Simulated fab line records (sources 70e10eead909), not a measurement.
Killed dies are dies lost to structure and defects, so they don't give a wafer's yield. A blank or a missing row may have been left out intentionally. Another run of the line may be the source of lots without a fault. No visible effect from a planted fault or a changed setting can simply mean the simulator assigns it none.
Chamber matching | flow nand-harc | NHARC_A_SGD_CUT_DEP_00 on pecvd-02: 3 sister chambers
The step deposits SiNx, target thk 50 nm. 3 wafers are shown with their chamber, then 8 later ones without.

## WAFERS WITH THEIR CHAMBER
wafer  | chamber | heater-power-w (W)
L089.2 | 0       | 599
L089.6 | 2       | 735
L088.1 | 1       | 712

## WAFERS MISSING THEIR CHAMBER
wafer  | heater-power-w (W)
L088.3 | 617
L088.5 | 707
L093.3 | 687
L093.4 | 713
L093.5 | 680
L095.2 | 743
L095.4 | 611
L095.6 | 759

## CHAMBER TAKEN BY EACH
wafer  | from the rows above     | in truth
L088.3 | 0                       | 0
L088.5 | can't be placed: 1 or 2 | 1
L093.3 | can't be placed: 1 or 2 | 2
L093.4 | can't be placed: 1 or 2 | 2
L093.5 | can't be placed: 1 or 2 | 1
L095.2 | can't be placed: 2 or 1 | 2
L095.4 | 0                       | 0
L095.6 | can't be placed: 2 or 1 | 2
Correctly placed: 2 of 8. These rows do not allow placing 6 (true chamber among the candidates in 6). Wrongly placed: 0.
How it was worked out, from the rows above alone: a wafer's distance from a chamber is the root of the sum, over the readings, of the square of ((its reading less the chamber's mean) divided by the reading's scatter). The wafer belongs to the nearest chamber; if the next one is less than 2 further off, it can't be placed. The mean given for a chamber averages the wafers shown for that chamber. The scatter: root of mean squared gap, hidden wafer to nearest shown wafer, with one shown wafer a chamber.
